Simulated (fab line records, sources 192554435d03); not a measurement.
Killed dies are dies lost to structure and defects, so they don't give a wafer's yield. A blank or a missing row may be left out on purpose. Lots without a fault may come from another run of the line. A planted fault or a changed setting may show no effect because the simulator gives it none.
Split-lot experiment | flow n5_finfet | 7 lots, 21 wafers read, on a route of 1938 steps

THE SPLIT
At N5_BEOL_M3_EXPOSE_08 (exposes mask M3), the setting dose_mj was moved away from the recipe's 33 on 5 of the 21 wafers read, by -5.2% to +6.6%. The other wafers ran this setting at the recipe's value.

FROM THE SPLIT TO THE READING: what the file shows between them, 2 steps
- N5_BEOL_M3_PEB_09: peb time 60 s
- N5_BEOL_M3_DEVELOP_10: develop time 30 s

THE READING
cd_nm, in nm, at N5_BEOL_M3_CD_MEAS_11 (target cd 17.05 nm). Fault-free wafers of this fab line usually give 17.03 nm, standard deviation 0.23 nm.

wafer  | tool, chamber at the split | dose_mj as run | against the recipe | cd_nm, nm | against lot-mates on the recipe
L075.3 | euv_scanner-01, 0          | 33             | recipe             | 17.22     | -
L075.4 | euv_scanner-01, 0          | 33             | recipe             | 17.32     | -
L075.5 | euv_scanner-01, 0          | 33             | recipe             | 17.09     | -
L077.1 | euv_scanner-02, 0          | 33             | recipe             | 17.20     | -
L077.3 | euv_scanner-02, 0          | 33             | recipe             | 17.26     | -
L077.5 | euv_scanner-02, 0          | 33             | recipe             | 17.37     | -
L080.1 | euv_scanner-02, 0          | 35.17          | +6.6%              | 18.05     | +1.48
L080.3 | euv_scanner-02, 0          | 33             | recipe             | 16.57     | -
L080.4 | euv_scanner-02, 0          | 35.17          | +6.6%              | 18.46     | +1.89
L082.3 | euv_scanner-01, 0          | 33             | recipe             | 16.89     | -
L082.4 | euv_scanner-01, 0          | 34.18          | +3.6%              | 17.31     | +0.42
L082.5 | euv_scanner-01, 0          | 34.18          | +3.6%              | 17.40     | +0.51
L087.4 | euv_scanner-02, 0          | 33             | recipe             | 17.12     | -
L087.5 | euv_scanner-02, 0          | 33             | recipe             | 16.88     | -
L087.6 | euv_scanner-02, 0          | 33             | recipe             | 16.96     | -
L090.3 | euv_scanner-01, 0          | 33             | recipe             | 16.74     | -
L090.4 | euv_scanner-01, 0          | 33             | recipe             | 16.78     | -
L090.6 | euv_scanner-01, 0          | 33             | recipe             | 16.98     | -
L091.2 | euv_scanner-02, 0          | 33             | recipe             | 16.95     | -
L091.3 | euv_scanner-02, 0          | 33             | recipe             | 16.40     | -
L091.4 | euv_scanner-02, 0          | 31.27          | -5.2%              | 15.50     | -1.17

THE FIT
A straight line over all 21 wafers: cd_nm changes by +0.201 nm for each +1% of dose_mj; r = +0.88; the points scatter about the line by 0.29 nm.
The same after taking each lot's own level away (the mean of its wafers on the recipe; 21 wafers): +0.228 nm for each +1%; r = +0.95; scatter 0.19 nm.
On that fit, the largest move of dose_mj shifts the reading by 1.5 nm.
The lots' own levels span 16.570 to 17.277 nm, that is 3.1 times the standard deviation above.
So the lot-to-lot level changes the slope: the two fits differ.
Check: with one of the wafers moved furthest among these (+6.6%) left out of the fit, the line predicts +1.49 nm for it against its lot-mates. It came out at +1.48 nm against them.

THE WHOLE CHAIN: every reading that the file lists as answering this split, in the file's order
step                  | what it does                                                          | reading                                                               | change (the file's fit)               | r (the file's)
N5_BEOL_M3_CD_MEAS_11 | target cd 17.05 nm                                                    | cd_nm                                                                 | +0.227 nm for each +1% of the setting | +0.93
N5_BEOL_M3_ETCH_74    | etches underlayer in N2/H2, target depth 6.5 nm, time 5.2 s           | BEOL_M3.cd_offset_nm (the simulator's own value, which no gauge read) | +0.205 nm for each +1% of the setting | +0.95
N5_BEOL_M3_ETCH_63    | etches SiARC in CF4, target depth 15.6 nm, time 26 s                  | BEOL_M3.cd_offset_nm (the simulator's own value, which no gauge read) | +0.186 nm for each +1% of the setting | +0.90
N5_BEOL_M3_ETCH_64    | etches SOC in N2/H2, target depth 75 nm, overetch 15 nm, time 112.5 s | BEOL_M3.cd_offset_nm (the simulator's own value, which no gauge read) | +0.177 nm for each +1% of the setting | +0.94

THE FILE'S OWN FIT
cd_nm changes by +0.227 nm for each +1% of dose_mj, r = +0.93.
